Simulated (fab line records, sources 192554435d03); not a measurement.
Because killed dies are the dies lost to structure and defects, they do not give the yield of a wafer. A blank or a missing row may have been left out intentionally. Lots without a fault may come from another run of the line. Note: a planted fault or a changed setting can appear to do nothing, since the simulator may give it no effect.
A lot that was struck, set against a sound lot | flow n5_finfet | 13 steps out of a route of 1938
Sound: the wafers L361.1, L361.4, L361.6. The struck wafers were L351.2, L351.4, L351.6. The cause is named last.
At each step with rows: each side's tool, then ch and its chambers, then its first start. Under that, the readings that differ: sound wafers | struck wafers | difference of the means | sigmas: that difference in standard deviations of wafers without a fault.
alike: readings whose means differ by less than 2 such deviations, and words and numbers that are the same on both sides. not compared: withheld readings, readings that some wafer has no value for, bounds like >300 that may hide the same value, and numbers for which the record gives no deviation and whose values overlap.
The two part at a step that has a row with sigmas, a row that says differs or no value, or rows on one side only. Numbers that have no deviation but don't overlap get no sigmas and don't part them. A reading that every wafer of one side lacks parts them only if that side has two wafers or more.

N5_BEOL_M15_DESCUM_33: chemistry O2, time 7.9 s.
  sound on rie_diel-04 ch 1,2, day 17 03:09; struck on rie_diel-06 ch 0,2, day 14 20:51
  alike: drypump_motor_current_A, o2_flow_sccm, oes_product_au, rf_vpp_V, showerhead_plenum_p_Torr, throttle_valve_pct
  not compared: rf_hours_counter_h
N5_BEOL_M15_ETCH_61: etches BARC in N2/H2, target depth 89 nm, overetch 26.7 nm, time 67.9 s.
  sound on rie_diel-04 ch 1,2, day 17 03:11; struck on rie_diel-06 ch 0,2, day 14 20:53
  alike: drypump_motor_current_A, h2_flow_sccm, oes_product_au, rf_vpp_V, showerhead_plenum_p_Torr, throttle_valve_pct
  not compared: rf_hours_counter_h
then, 3 steps without rows for these wafers: N5_BEOL_M15_TRENCH_ETCH_34 (etches SiO2 in C4F8/O2/Ar, target depth 872.93 nm, time 199 s); N5_BEOL_M15_STRIP_36 (strips in O2); N5_BEOL_M15_STRIP_62 (strips in O2).
N5_BEOL_M15_STRIP_37: strips in O2.
  sound: rie_diel-04 ch 0,1,2; struck: rie_diel-02 ch 2,3
  alike: drypump_motor_current_A, o2_flow_sccm, oes_product_au, rf_vpp_V, showerhead_plenum_p_Torr, throttle_valve_pct
  not compared: rf_hours_counter_h
then, 3 steps without rows for these wafers: N5_BEOL_M15_ETCH_38 (etches SiCN in CF4/N2, target depth 106.4 nm, time 120.5 s); N5_BEOL_M15_PRECLEAN_39 (cleans in residue remover, time 60 s); N5_BEOL_M15_SRD_40 (time 30 s, dry time 30 s).
N5_BEOL_M15_DEGAS_41: time 60 s.
  sound: pvd_sputter-03 at day 17 09:17; struck: pvd_sputter-01 at day 15 02:52
  alike: heater_power_w
N5_BEOL_M15_PRE_CLEAN_42: time 30 s.
  sound: pvd_sputter-03 at day 17 09:20; struck: pvd_sputter-01 at day 15 02:54
  alike: heater_power_w
N5_BEOL_M15_SPUTTER_43: material TaN, target thk 15 nm, time 24.19 s.
  sound: pvd_sputter-03 at day 17 09:22; struck: pvd_sputter-01 at day 15 02:56
  reading                | sound             | struck            | difference | sigmas
  cathode_dc_power_W (W) | 15002 15000 14996 | 14387 14394 14392 | -608       | -99 or more
  alike: throttle_valve_pct
  not compared: model.TaN_of_BEOL_M15_SPUTTER_43.thk_nm
then, 1 step without rows for these wafers: N5_BEOL_M15_SPUTTER_44 (material Ta, target thk 15 nm, time 24.19 s).

== WHERE THEY PART ==
Only at N5_BEOL_M15_SPUTTER_43, as far as this record shows.

WHY: the cause the simulator had injected
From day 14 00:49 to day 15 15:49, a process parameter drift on pvd_sputter-01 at N5_BEOL_M15_SPUTTER_43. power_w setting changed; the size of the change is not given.
